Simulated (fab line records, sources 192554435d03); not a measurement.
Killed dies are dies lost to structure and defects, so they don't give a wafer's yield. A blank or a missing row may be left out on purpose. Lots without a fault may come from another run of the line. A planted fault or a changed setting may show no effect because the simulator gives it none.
fab line records | flow n5_finfet
record lots=24 wafers=72 last_day=18
route steps=1938 shown BEOL_M3@967
lots that met no fault: from a run of the same line without faults
start_h: hours from the record's first day to the start of the lot's first wafer shown | wait_h: hours since the lot's step before | " the same as in the row above | L1.1+2: a row that stands for several wafers | - no value, or no start given | * or withheld: withheld | < > ~ a bound
route shown NAME@n: a module of which the file shows steps, and the number in the route of the first | usual: mean/standard deviation of fault-free wafers | same: alike in all rows | chamber/n: place in a boat | sites: the reading at each site | _std_site: their standard deviation | _edge_site: outer sites' mean less inner sites' | radius_mm: how far each site lies from the wafer's centre | mask NAME#n: copy n | behind: the tool/chamber that last shaped the wafer | hold: why the lot was held/for how many hours/how that ended | device: the transistor (n, p or np) that didn't switch | end of line: the same wafers' tests at the end of the route | a step without rows: its recipe alone | killed: dies lost to structure and defects at the first sort, not the wafer's yield | map: a wafer's dies, x killed, . not, _ none there
set.NAME: the setting as run; set.NAME@STEP: as run at that earlier step | model.NAME: the simulator's own value behind a step, which no gauge read
steps of the route over a sample of lots; a table a step, a row a wafer
services: from which hour (start_h, from the record's first day; less than 0 if before it) a tool's chamber was out of use, for how many hours, and why
## steps
# step N5_BEOL_M3_OVL_MEAS_29
# recipe points_per_wafer=522
# usual V2_OVL=-0.4/0.78
# columns lot.wafer tool chamber start_h wait_h V2_OVL[nm]
L074.2 overlay-02 0 150.21 0.0 0.0
L074.3 " 0 " " -1.0
L074.4 " 0 " " -0.7
L076.1 overlay-02 0 150.43 0.0 -0.8
L076.2 " 0 " " -1.2
L076.4 " 0 " " -0.9
L075.3 overlay-02 0 157.28 0.0 -0.5
L075.4 " 0 " " -0.9
L075.5 " 0 " " -0.8
L077.1 overlay-01 0 163.02 0.0 -0.4
L077.4 " 0 " " 0.3
L077.6 " 0 " " -0.2
L078.3 overlay-02 0 164.68 0.0 -0.3
L078.5 " 0 " " -0.2
L078.6 " 0 " " -1.3
L079.1 overlay-01 0 182.30 0.0 -0.7
L079.2 " 0 " " -1.9
L079.6 " 0 " " -1.2
L081.2 overlay-01 0 189.67 0.0 -0.7
L081.4 " 0 " " 0.2
L081.5 " 0 " " 0.9
L082.4 overlay-01 0 191.94 0.0 -0.2
L082.5 " 0 " " -0.7
L082.6 " 0 " " -0.7
L080.1 overlay-01 0 195.90 0.0 -0.8
L080.2 " 0 " " -0.7
L080.4 " 0 " " -1.0
L083.1 overlay-02 0 200.73 0.0 1.1
L083.2 " 0 " " 1.3
L083.6 " 0 " " 1.2
L084.3 overlay-01 0 205.81 0.0 -1.3
L084.5 " 0 " " -1.3
L084.6 " 0 " " -0.4
L085.1 overlay-01 0 219.49 0.0 -1.2
L085.3 " 0 " " -0.3
L085.5 " 0 " " -0.6
L086.1 overlay-01 0 222.65 0.0 -0.4
L086.2 " 0 " " -1.6
L086.3 " 0 " " 0.5
L087.1 overlay-01 0 232.06 0.0 -0.2
L087.3 " 0 " " -0.3
L087.4 " 0 " " 0.4
L088.1 overlay-01 0 240.70 0.0 -1.1
L088.4 " 0 " " -1.7
L088.5 " 0 " " -1.1
L090.3 overlay-02 0 248.33 0.0 1.2
L090.4 " 0 " " 0.1
L090.6 " 0 " " -0.5
L089.3 overlay-02 0 248.73 0.0 -1.6
L089.5 " 0 " " -0.8
L089.6 " 0 " " -1.0
L091.2 overlay-02 0 256.84 0.0 0.9
L091.3 " 0 " " 0.4
L091.6 " 0 " " 1.2
L092.2 overlay-01 0 257.29 0.0 0.6
L092.3 " 0 " " 0.8
L092.4 " 0 " " -0.2
L093.1 overlay-01 0 262.99 0.0 -1.1
L093.2 " 0 " " 0.7
L093.4 " 0 " " -0.3
L094.1 overlay-02 0 264.10 0.0 -0.3
L094.2 " 0 " " -1.2
L094.4 " 0 " " -1.0
L095.2 overlay-02 0 265.08 0.0 -0.9
L095.3 " 0 " " -0.5
L095.4 " 0 " " -0.3
L096.3 overlay-02 0 286.52 0.0 0.1
L096.5 " 0 " " -0.9
L096.6 " 0 " " -0.7
L097.1 overlay-01 0 288.35 0.0 -0.9
L097.4 " 0 " " -0.9
L097.5 " 0 " " -0.3
# step N5_BEOL_M3_ALD_98
# recipe material=SiO2 target_thk_a=25 temp_c=100 ald_precursor_family=BDEAS ald_co_reactant=O2-plasma pulse_time_s=1 co_reactant_pulse_time_s=1 purge_time_s=2 co_reactant_purge_time_s=2 ald_cycles=17 pressure_torr=2
# usual heater_power_outer_w=40/3.1 heater_power_w=75/6.7 precursor_pulse_height_rel=0.998/0.02 susceptor_temp_C=99.99/0.14
# columns lot.wafer tool chamber start_h wait_h heater_power_outer_w heater_power_w precursor_pulse_height_rel susceptor_temp_C
L074.2 ald_sin-04 3 150.62 0.2 34 66 0.952 100.01
L074.3 " 2 " " 43 80 1.005 100.15
L074.4 " 1 " " 43 78 1.035 99.88
L076.1 ald_sin-01 2 151.12 0.4 39 77 1.017 99.99
L076.2 " 3 " " 40 74 1.024 100.03
L076.4 " 1 " " 37 71 1.012 100.00
L075.3 ald_sin-04 3 157.49 0.1 34 67 0.986 100.03
L075.4 " 0 " " 42 83 1.013 99.91
L075.5 " 2 " " 42 79 0.999 100.11
L077.1 ald_sin-04 0 163.25 0.1 40 81 0.990 99.98
L077.4 " 2 " " 42 82 0.994 99.98
L077.6 " 0 " " 41 82 0.993 99.77
L078.3 ald_sin-04 3 164.93 0.1 34 66 0.983 99.96
L078.5 " 0 " " 41 82 0.978 100.08
L078.6 " 3 " " 34 64 1.000 100.09
L079.1 ald_sin-03 2 182.79 0.3 39 76 1.016 99.94
L079.2 " 0 " " 45 74 0.971 99.85
L079.6 " 1 " " 39 75 1.005 99.95
L081.2 ald_sin-01 0 190.23 0.2 35 65 1.003 100.10
L081.4 " 2 " " 42 75 0.980 99.85
L081.5 " 3 " " 39 74 1.032 100.26
L082.4 ald_sin-03 0 192.28 0.2 42 78 0.996 99.89
L082.5 " 1 " " 39 74 0.988 100.15
L082.6 " 0 " " 44 78 1.024 100.17
L080.1 ald_sin-01 3 196.75 0.1 39 75 1.009 99.89
L080.2 " 2 " " 40 75 0.989 99.89
L080.4 " 0 " " 36 65 1.018 99.95
L083.1 ald_sin-01 2 201.33 0.4 40 75 0.995 99.98
L083.2 " 1 " " 38 73 0.970 99.90
L083.6 " 0 " " 36 63 0.979 100.06
L084.3 ald_sin-03 3 206.03 0.1 46 91 1.007 99.88
L084.5 " 3 " " 45 90 1.010 99.81
L084.6 " 0 " " 43 77 1.019 100.24
L085.1 ald_sin-04 2 219.72 0.1 43 80 0.985 99.91
L085.3 " 0 " " 43 82 1.028 100.03
L085.5 " 3 " " 34 65 0.997 99.91
L086.1 ald_sin-03 1 222.88 0.1 39 71 1.008 99.68
L086.2 " 2 " " 39 76 1.003 100.21
L086.3 " 0 " " 43 76 0.993 99.86
L087.1 ald_sin-01 1 232.29 0.1 39 72 0.983 99.92
L087.3 " 0 " " 36 65 1.016 100.13
L087.4 " 2 " " 42 76 0.960 100.27
L088.1 ald_sin-01 0 241.09 0.1 36 65 0.995 100.04
L088.4 " 2 " " 42 76 1.004 99.87
L088.5 " 2 " " 41 75 1.034 99.76
L090.3 ald_sin-01 1 249.06 0.6 38 71 1.017 100.18
L090.4 " 3 " " 40 75 0.998 99.81
L090.6 " 0 " " 35 66 0.969 100.03
L089.3 ald_sin-01 2 249.15 0.3 39 75 0.985 99.92
L089.5 " 2 " " 40 77 0.990 100.04
L089.6 " 1 " " 38 71 0.994 100.08
L091.2 ald_sin-01 3 257.97 0.7 40 75 0.980 100.13
L091.3 " 0 " " 36 65 1.008 99.91
L091.6 " 2 " " 41 76 0.994 100.07
L092.2 ald_sin-03 0 258.06 0.5 45 76 1.010 100.03
L092.3 " 2 " " 38 75 0.980 99.99
L092.4 " 1 " " 39 75 0.969 100.08
L093.1 ald_sin-03 2 263.74 0.5 39 76 1.003 100.12
L093.2 " 1 " " 39 74 0.988 100.17
L093.4 " 3 " " 45 92 0.972 99.81
L094.1 ald_sin-03 3 264.96 0.1 46 92 0.985 99.87
L094.2 " 2 " " 38 76 1.015 100.17
L094.4 " 0 " " 44 77 1.011 99.93
L095.2 ald_sin-01 2 265.44 0.1 41 75 0.987 99.94
L095.3 " 1 " " 39 72 1.016 100.13
L095.4 " 0 " " 36 65 0.990 99.87
L096.3 ald_sin-01 3 289.80 0.4 39 73 0.984 99.81
L096.5 " 1 " " 38 70 0.990 100.06
L096.6 " 0 " " 36 63 0.994 99.71
L097.1 ald_sin-04 3 291.12 0.1 34 65 0.967 100.08
L097.4 " 0 " " 41 80 1.026 99.94
L097.5 " 3 " " 35 65 1.013 100.08
# step N5_BEOL_M3_ALD_84
# recipe material=TaN target_thk_a=* temp_c=275 ald_precursor_family=PDMAT ald_co_reactant=NH3 pressure_torr=3 carrier_flow_sccm=1500 pulse_time_s=2 purge_time_s=3 co_reactant_purge_time_s=2 co_reactant_pulse_time_s=3 ald_cycles=30 precursor_vessel_temp_c=75 precursor_vessel_pressure_torr=26.25 precursor_vessel_carrier_sccm=1000
# usual heater_power_outer_w=230/24 heater_power_w=418/37 susceptor_temp_C=275.01/0.18
# columns lot.wafer tool chamber start_h wait_h heater_power_outer_w heater_power_w susceptor_temp_C
L074.2 ald_metal-01 0 151.78 0.1 268 462 275.42
L074.3 " 3 " " 216 389 274.84
L074.4 " 2 " " 239 446 275.15
L076.1 ald_metal-03 1 152.03 0.0 200 353 274.93
L076.2 " 3 " " 246 458 274.94
L076.4 " 2 " " 254 469 274.95
L075.3 ald_metal-03 0 162.65 0.0 235 407 274.94
L075.4 " 1 " " 196 369 275.01
L075.5 " 3 " " 245 464 275.39
L077.1 ald_metal-01 3 165.27 0.0 210 402 275.21
L077.4 " 0 " " 273 454 275.05
L077.6 " 2 " " 243 455 275.24
L078.3 ald_metal-02 3 165.82 0.1 253 426 275.03
L078.5 " 3 " " 247 417 275.04
L078.6 " 0 " " 200 365 275.06
L079.1 ald_metal-03 1 183.60 0.0 198 356 274.96
L079.2 " 0 " " 236 418 274.90
L079.6 " 0 " " 235 411 274.96
L081.2 ald_metal-01 1 193.91 0.0 239 432 275.20
L081.4 " 0 " " 271 456 274.93
L081.5 " 0 " " 267 460 274.92
L082.4 ald_metal-03 0 199.32 0.0 240 408 275.38
L082.5 " 0 " " 236 411 275.11
L082.6 " 1 " " 203 350 275.19
L080.1 ald_metal-01 3 199.43 0.0 216 393 274.80
L080.2 " 0 " " 264 453 274.89
L080.4 " 1 " " 240 429 274.59
L083.1 ald_metal-02 1 202.26 0.0 206 436 275.11
L083.2 " 3 " " 252 421 274.94
L083.6 " 1 " " 203 419 275.00
L084.3 ald_metal-03 0 206.87 0.1 238 403 274.61
L084.5 " 3 " " 252 475 275.19
L084.6 " 2 " " 263 473 274.74
L085.1 ald_metal-02 1 220.66 0.1 205 433 274.84
L085.3 " 2 " " 199 385 274.92
L085.5 " 1 " " 207 424 274.78
L086.1 ald_metal-02 1 236.58 0.0 208 426 275.14
L086.2 " 3 " " 251 423 275.02
L086.3 " 2 " " 199 379 275.14
L087.1 ald_metal-01 2 239.98 0.0 245 435 275.22
L087.3 " 0 " " 268 469 274.93
L087.4 " 3 " " 214 392 275.13
L088.1 ald_metal-01 3 244.07 0.1 212 389 275.00
L088.4 " 0 " " 276 455 275.05
L088.5 " 0 " " 261 470 274.92
L090.3 ald_metal-02 0 252.42 0.0 200 376 274.85
L090.4 " 2 " " 200 386 275.13
L090.6 " 0 " " 197 379 274.77
L089.3 ald_metal-02 1 255.37 0.0 201 417 274.50
L089.5 " 3 " " 246 416 274.84
L089.6 " 0 " " 196 360 275.01
L091.2 ald_metal-02 3 258.92 0.1 248 422 275.11
L091.3 " 2 " " 197 386 275.06
L091.6 " 0 " " 204 376 275.20
L092.2 ald_metal-03 1 265.84 0.0 194 350 275.13
L092.3 " 2 " " 260 479 274.85
L092.4 " 3 " " 251 465 275.18
L094.1 ald_metal-02 3 271.57 0.1 249 415 274.99
L094.2 " 2 " " 197 388 275.12
L094.4 " 1 " " 210 424 274.94
L093.1 ald_metal-01 3 271.69 0.1 219 391 275.33
L093.2 " 1 " " 245 427 275.09
L093.4 " 2 " " 246 451 275.35
L095.2 ald_metal-01 2 276.07 0.0 244 432 275.13
L095.3 " 0 " " 273 463 275.01
L095.4 " 3 " " 213 388 275.13
L096.3 ald_metal-03 1 290.63 0.0 195 365 274.87
L096.5 " 0 " " 232 401 275.03
L096.6 " 1 " " 198 358 275.01
L097.1 ald_metal-03 2 300.85 0.0 257 450 275.16
L097.4 " 3 " " 251 479 274.99
L097.5 " 0 " " 235 402 275.19
# step N5_BEOL_M3_ANNEAL_80
# recipe temp_c=400 time_s=240 ambient=vacuum
# usual heater_power_w=835/66 susceptor_temp_C=400.05/0.23
# columns lot.wafer tool chamber start_h wait_h heater_power_w susceptor_temp_C
L074.2 pvd_sputter-01 - 152.62 0.0 853 399.83
L074.3 " - " " 800 399.84
L074.4 " - " " 869 400.10
L076.1 pvd_sputter-02 - 154.12 0.0 883 399.78
L076.2 " - " " 752 399.89
L076.4 " - " " 799 399.95
L075.3 pvd_sputter-01 - 163.66 0.0 886 400.14
L075.4 " - " " 835 399.58
L075.5 " - " " 778 399.92
L077.1 pvd_sputter-03 - 166.04 0.0 815 400.46
L077.4 " - " " 778 400.06
L077.6 " - " " 968 399.92
L078.3 pvd_sputter-01 - 168.16 0.0 825 400.18
L078.5 " - " " 836 400.41
L078.6 " - " " 883 399.75
L079.1 pvd_sputter-01 - 184.39 0.0 850 400.21
L079.2 " - " " 780 400.29
L079.6 " - " " 786 399.98
L081.2 pvd_sputter-03 - 194.65 0.0 765 400.24
L081.4 " - " " 957 400.21
L081.5 " - " " 849 399.82
L082.4 pvd_sputter-02 - 200.23 0.0 783 399.89
L082.5 " - " " 825 400.17
L082.6 " - " " 758 400.18
L080.1 pvd_sputter-03 - 200.29 0.0 850 399.95
L080.2 " - " " 771 399.77
L080.4 " - " " 797 400.24
L083.1 pvd_sputter-03 - 203.02 0.0 846 399.94
L083.2 " - " " 792 399.50
L083.6 " - " " 800 399.71
L084.3 pvd_sputter-02 - 207.79 0.0 809 400.02
L084.5 " - " " 767 399.80
L084.6 " - " " 894 400.21
L085.1 pvd_sputter-02 - 221.43 0.0 879 400.07
L085.3 " - " " 745 400.02
L085.5 " - " " 780 399.82
L086.1 pvd_sputter-03 - 237.50 0.0 803 399.54
L086.2 " - " " 837 399.96
L086.3 " - " " 1000 400.01
L087.1 pvd_sputter-01 - 240.76 0.0 866 399.66
L087.3 " - " " 834 400.53
L087.4 " - " " 777 400.20
L088.1 pvd_sputter-03 - 245.14 0.0 812 399.82
L088.4 " - " " 1007 400.47
L088.5 " - " " 799 400.07
L090.3 pvd_sputter-02 - 253.37 0.0 753 399.72
L090.4 " - " " 811 400.33
L090.6 " - " " 752 400.01
L089.3 pvd_sputter-01 - 256.13 0.0 798 400.16
L089.5 " - " " 846 400.21
L089.6 " - " " 832 400.00
L091.2 pvd_sputter-03 - 260.77 0.0 801 400.10
L091.3 " - " " 865 400.13
L091.6 " - " " 891 400.43
L092.2 pvd_sputter-03 - 268.14 0.0 957 400.15
L092.3 " - " " 767 399.84
L092.4 " - " " 845 399.65
L094.1 pvd_sputter-02 - 272.51 0.0 769 400.00
L094.2 " - " " 858 399.91
L094.4 " - " " 887 400.33
L093.1 pvd_sputter-01 - 272.91 0.0 827 400.30
L093.2 " - " " 867 399.89
L093.4 " - " " 847 400.17
L095.2 pvd_sputter-03 - 277.05 0.0 758 400.15
L095.3 " - " " 871 400.52
L095.4 " - " " 972 400.22
L096.3 pvd_sputter-03 - 291.37 0.0 984 400.38
L096.5 " - " " 964 400.36
L096.6 " - " " 795 399.95
L097.1 pvd_sputter-02 - 301.67 0.0 792 399.59
L097.4 " - " " 779 400.59
L097.5 " - " " 857 400.06
# step N5_BEOL_M3_SPUTTER_86
# recipe material=Cu target_thk_a=45 temp_c=-20 chamber_pressure_pa=0.07 power_w=withheld time_s=8.29
# usual susceptor_temp_C=-20.01/0.1 throttle_valve_pct=29.4/1.2
# columns lot.wafer tool chamber start_h wait_h susceptor_temp_C throttle_valve_pct
L074.2 pvd_sputter-01 - 152.98 0.1 -20.02 27.7
L074.3 " - " " -20.07 27.7
L074.4 " - " " -19.88 30.6
L076.1 pvd_sputter-02 - 154.48 0.1 -20.06 29.2
L076.2 " - " " -20.00 31.1
L076.4 " - " " -19.93 30.1
L075.3 pvd_sputter-01 - 164.02 0.1 -20.06 30.7
L075.4 " - " " -20.00 27.5
L075.5 " - " " -20.34 27.9
L077.1 pvd_sputter-03 - 166.40 0.1 -19.92 28.4
L077.4 " - " " -19.83 28.7
L077.6 " - " " -20.08 30.7
L078.3 pvd_sputter-01 - 168.52 0.1 -20.09 28.9
L078.5 " - " " -20.15 28.1
L078.6 " - " " -20.25 30.7
L079.1 pvd_sputter-01 - 184.75 0.1 -20.09 27.6
L079.2 " - " " -19.97 27.7
L079.6 " - " " -20.01 28.0
L081.2 pvd_sputter-03 - 195.01 0.1 -19.92 28.6
L081.4 " - " " -19.88 30.7
L081.5 " - " " -20.07 28.8
L082.4 pvd_sputter-02 - 200.59 0.1 -19.90 30.4
L082.5 " - " " -19.97 30.4
L082.6 " - " " -20.07 31.2
L080.1 pvd_sputter-03 - 200.65 0.1 -19.98 28.9
L080.2 " - " " -20.01 28.7
L080.4 " - " " -20.11 28.7
L083.1 pvd_sputter-03 - 203.38 0.1 -19.99 28.8
L083.2 " - " " -20.00 28.5
L083.6 " - " " -19.95 28.5
L084.3 pvd_sputter-02 - 208.15 0.1 -19.97 30.3
L084.5 " - " " -19.89 30.8
L084.6 " - " " -19.85 29.5
L085.1 pvd_sputter-02 - 221.79 0.1 -19.95 29.6
L085.3 " - " " -20.13 31.1
L085.5 " - " " -20.05 30.3
L086.1 pvd_sputter-03 - 237.86 0.1 -20.16 28.8
L086.2 " - " " -19.90 28.8
L086.3 " - " " -20.09 30.8
L087.1 pvd_sputter-01 - 241.12 0.1 -20.12 30.5
L087.3 " - " " -19.94 27.5
L087.4 " - " " -19.98 27.8
L088.1 pvd_sputter-03 - 245.50 0.1 -20.15 28.7
L088.4 " - " " -19.98 30.9
L088.5 " - " " -20.10 28.6
L090.3 pvd_sputter-02 - 253.73 0.1 -20.17 31.1
L090.4 " - " " -20.14 30.3
L090.6 " - " " -19.92 31.1
L089.3 pvd_sputter-01 - 256.49 0.1 -19.91 27.6
L089.5 " - " " -20.08 30.6
L089.6 " - " " -20.00 27.6
L091.2 pvd_sputter-03 - 261.13 0.1 -19.99 28.7
L091.3 " - " " -19.97 28.4
L091.6 " - " " -20.11 28.6
L092.2 pvd_sputter-03 - 268.50 0.1 -20.17 31.0
L092.3 " - " " -19.88 28.7
L092.4 " - " " -20.12 28.7
L094.1 pvd_sputter-02 - 272.87 0.1 -20.12 30.3
L094.2 " - " " -19.86 30.2
L094.4 " - " " -20.00 29.4
L093.1 pvd_sputter-01 - 273.27 0.1 -19.97 29.1
L093.2 " - " " -20.07 30.6
L093.4 " - " " -19.98 27.7
L095.2 pvd_sputter-03 - 277.41 0.1 -20.13 28.9
L095.3 " - " " -19.91 28.6
L095.4 " - " " -20.01 30.9
L096.3 pvd_sputter-03 - 291.73 0.1 -20.20 31.0
L096.5 " - " " -20.20 30.8
L096.6 " - " " -20.03 28.6
L097.1 pvd_sputter-02 - 302.03 0.1 -19.95 30.2
L097.4 " - " " -19.81 31.2
L097.5 " - " " -20.01 29.3
# step N5_BEOL_M3_ANNEAL_51
# recipe temp_c=225 time_s=90 ambient=N2
# usual wafer_temp_C_max=225.75/0.21
# columns lot.wafer tool chamber start_h wait_h wafer_temp_C_max
L074.2 rtp_anneal-02 0 154.32 0.1 225.76
L074.3 " 0 " " 225.94
L074.4 " 0 " " 225.71
L076.1 rtp_anneal-02 0 155.83 0.1 225.88
L076.2 " 0 " " 225.79
L076.4 " 0 " " 226.05
L075.3 rtp_anneal-02 0 165.40 0.1 225.68
L075.4 " 0 " " 225.54
L075.5 " 0 " " 225.75
L077.1 rtp_anneal-02 0 167.77 0.1 225.48
L077.4 " 0 " " 225.70
L077.6 " 0 " " 225.65
L078.3 rtp_anneal-02 0 170.15 0.4 226.01
L078.5 " 0 " " 225.76
L078.6 " 0 " " 225.51
L079.1 rtp_anneal-02 0 189.44 3.5 225.61
L079.2 " 0 " " 225.77
L079.6 " 0 " " 225.43
L081.2 rtp_anneal-02 0 198.03 1.8 225.60
L081.4 " 0 " " 225.61
L081.5 " 0 " " 225.84
L082.4 rtp_anneal-02 0 204.12 2.3 225.91
L082.5 " 0 " " 225.79
L082.6 " 0 " " 225.91
L080.1 rtp_anneal-02 0 204.26 2.4 225.88
L080.2 " 0 " " 225.78
L080.4 " 0 " " 225.88
L083.1 rtp_anneal-02 0 207.86 3.2 225.85
L083.2 " 0 " " 226.05
L083.6 " 0 " " 225.59
L084.3 rtp_anneal-02 0 211.97 2.6 225.82
L084.5 " 0 " " 225.82
L084.6 " 0 " " 225.47
L085.1 rtp_anneal-02 0 223.08 0.1 225.69
L085.3 " 0 " " 225.88
L085.5 " 0 " " 225.64
L086.1 rtp_anneal-02 0 239.15 0.1 225.39
L086.2 " 0 " " 225.51
L086.3 " 0 " " 225.98
L087.1 rtp_anneal-02 0 242.41 0.1 225.79
L087.3 " 0 " " 225.82
L087.4 " 0 " " 225.75
L088.1 rtp_anneal-01 0 246.80 0.1 225.71
L088.4 " 0 " " 225.61
L088.5 " 0 " " 225.47
L090.3 rtp_anneal-02 0 255.14 0.1 225.46
L090.4 " 0 " " 225.55
L090.6 " 0 " " 225.60
L089.3 rtp_anneal-01 0 257.88 0.1 225.88
L089.5 " 0 " " 225.35
L089.6 " 0 " " 226.11
L091.2 rtp_anneal-01 0 262.47 0.1 225.87
L091.3 " 0 " " 225.45
L091.6 " 0 " " 225.72
L092.2 rtp_anneal-01 0 269.84 0.1 225.62
L092.3 " 0 " " 225.65
L092.4 " 0 " " 225.37
L094.1 rtp_anneal-01 0 274.16 0.1 226.24
L094.2 " 0 " " 226.16
L094.4 " 0 " " 226.16
L093.1 rtp_anneal-01 0 274.57 0.1 226.03
L093.2 " 0 " " 225.77
L093.4 " 0 " " 225.92
L095.2 rtp_anneal-02 0 278.75 0.1 225.69
L095.3 " 0 " " 225.95
L095.4 " 0 " " 225.66
L096.3 rtp_anneal-01 0 293.12 0.1 225.36
L096.5 " 0 " " 225.51
L096.6 " 0 " " 225.67
L097.1 rtp_anneal-01 0 303.33 0.1 225.98
L097.4 " 0 " " 225.80
L097.5 " 0 " " 225.81
## services
# columns tool chamber start_h hours kind
ald_metal-03 - 145.70 2.8 pm
rtp_anneal-01 - 165.19 53.8 pm
ald_metal-02 2 165.51 13.3 repair
ald_sin-03 - 174.14 0.8 repair
ald_sin-01 - 180.58 6.0 pm
ald_metal-02 3 190.10 6.9 repair
ald_metal-02 - 208.27 0.6 repair
ald_metal-03 - 222.29 1.4 repair
ald_metal-02 - 233.97 0.9 repair
ald_sin-03 - 238.86 6.1 pm
ald_sin-04 - 241.49 28.1 pm
ald_sin-03 - 268.52 14.0 pm
ald_sin-03 0 268.52 14.0 vent_cycle
ald_sin-03 1 268.52 14.0 vent_cycle
ald_sin-03 2 268.52 14.0 vent_cycle
ald_sin-03 3 268.52 14.0 vent_cycle
ald_metal-02 2 281.18 43.6 repair
ald_sin-03 0 282.52 - clean
ald_sin-03 1 282.52 - clean
ald_sin-03 2 282.52 - clean
ald_sin-03 3 282.52 - clean
ald_sin-03 - 295.17 1.4 repair
## key
fault none
